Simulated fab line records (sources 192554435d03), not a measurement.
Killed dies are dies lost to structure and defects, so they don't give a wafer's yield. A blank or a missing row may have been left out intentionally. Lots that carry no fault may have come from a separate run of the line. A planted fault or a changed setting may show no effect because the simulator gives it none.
Chamber matching -- flow n5Finfet -- 4 sister chambers for N5_BEOL_M5_DESCUM_33 on rieDiel-06
The step chemistry O2, time 7 s. 4 wafers are shown with their chamber, then 8 later ones without.

WAFERS, EACH WITH ITS CHAMBER
wafer,chamber,showerheadPlenumPTorr (Torr)
L087.2,1,2.14
L091.1,2,2.10
L091.2,0,2.10
L090.2,3,2.00

WAFERS MISSING THEIR CHAMBER
wafer,showerheadPlenumPTorr (Torr)
L090.4,2.13
L090.5,2.10
L092.1,2.13
L092.4,2.00
L092.6,2.00
L095.2,1.99
L095.3,2.09
L095.5,1.99

THE CHAMBER EACH PASSED THROUGH
wafer,from the rows above,in truth
L090.4,1,1
L090.5,can't be placed: 0 or 2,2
L092.1,1,1
L092.4,3,3
L092.6,3,3
L095.2,3,3
L095.3,can't be placed: 0 or 2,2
L095.5,3,3
Correct placement for 6 of the 8. Can't be placed from these rows: 2 (the true chamber is among the candidates in 2). Wrongly placed: 0.
How it was worked out, from the rows above alone: a wafer's distance from a chamber is the root of the sum, over the readings, of the square of ((its reading less the chamber's mean) divided by the reading's scatter). If the next closest chamber is less than 2 further off than the closest, the wafer can't be placed; otherwise it belongs to the closest. Each chamber's mean is taken over the wafers shown for it. The scatter: root of mean squared gap, hidden wafer to nearest shown wafer, with one shown wafer a chamber.
